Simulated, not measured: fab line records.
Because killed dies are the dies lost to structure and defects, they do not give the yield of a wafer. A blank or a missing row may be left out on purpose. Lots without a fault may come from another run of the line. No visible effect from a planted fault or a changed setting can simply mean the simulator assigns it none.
8D (eight disciplines) problem report, filled in by code    flow n5_finfet    the parts of the form that need people (team, actions taken, sign-off) are left out

== 1. PROBLEM STATEMENT ==
Wafers without a fault read 52.1 nm, standard deviation 0.78; trench_depth_nm at N5_STI_FIN_REVEAL_FIN_H_MEAS_10 reads a mean of 45.6 nm on 4 wafers belonging to 3 lots. Measured from the usual mean, that is -8.3 standard deviations.
Seen first at day 6 20:22 on ocd-01, wafer L560.5. Wafers with a number at this step in the record: 33, from 12 lots. By rule, "out" or "out of limits" means more than 4 standard deviations away from the usual mean. The rest of the wafers with a number are treated as sound.

== 2. WHAT IT IS; WHAT IT IS NOT ==
question                     is                              is not
which readings at this step  trench_depth_nm                 -
which lots                   L560, L561, L563                L547, L548, L549, L550, L551, L555, L556, L557, L559
which wafers of those lots   L560.5, L561.6, L563.5, L563.6  L560.1, L561.1, L563.1
read on which gauges         ocd-01, ocd-02                  -
when                         from day 6 20:22                up to then (27 sound wafers); but 2 sound wafers of L561, L563 came after

== 3. THE SUSPECTS, EACH WITH WHAT RULES IT OUT ==
Counting: a tool at a process step up to the reading stays a suspect if it ran every lot that is out. Sound lots after the first of them don't rule it out here, since some wafers of a struck lot are sound.
- ruled out: the gauge at N5_STI_FIN_REVEAL_FIN_H_MEAS_10. 2 gauges (ocd-01, ocd-02) read the wafers that are out.
- vapor_etch-02 at N5_STI_FIN_REVEAL_RECESS_09 (chemistry HF/NH3, target SiO2, afs cycles 11, target depth 42.5 nm, sublimation time 60 s): kept. It ran every lot that is out, first L560 (day 6 17:38); its last sound lot up to then is L556 (day 5 18:04).
Left after counting: vapor_etch-02 at N5_STI_FIN_REVEAL_RECESS_09.

== 4. THE CAUSE (what the simulator had put in) ==
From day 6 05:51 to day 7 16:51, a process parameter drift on vapor_etch-02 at N5_STI_FIN_REVEAL_RECESS_09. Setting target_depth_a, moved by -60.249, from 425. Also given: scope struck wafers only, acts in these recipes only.
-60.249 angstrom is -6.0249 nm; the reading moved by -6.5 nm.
The count eliminated every tool but this one.

== 5. THE CHAIN OF EFFECTS, in route order ==
Each row: a reading where the mean over the struck wafers with a number is more than 3 standard deviations away from the usual. Only readings for which the record gives a usual standard deviation are gone through. hours: the time from each lot's start at the first step in this table that gives one to its start at this step, as a median over the lots. sigmas: the change in usual standard deviations.
hours  step                             reading          usual    on struck wafers  change  sigmas
0      N5_STI_FIN_REVEAL_FIN_H_MEAS_10  trench_depth_nm  52.1 nm  45.6              -6.5    -8.3

== 6. HOW IT WOULD HAVE BEEN CAUGHT EARLIER ==
15 hours passed between the start of the fault at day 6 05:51 and the first reading out of limits at a measuring or inspecting step in this record, taken at day 6 20:22.
No tool reading at N5_STI_FIN_REVEAL_RECESS_09 that has a usual standard deviation in the record was out on any struck wafer, so an alarm limit of 4 standard deviations on those readings would not have fired.
L561, L563, from the lots that are out (3), started N5_STI_FIN_REVEAL_RECESS_09 on vapor_etch-02 later than day 6 20:22. A hold on the tool at that time would have spared those 2.
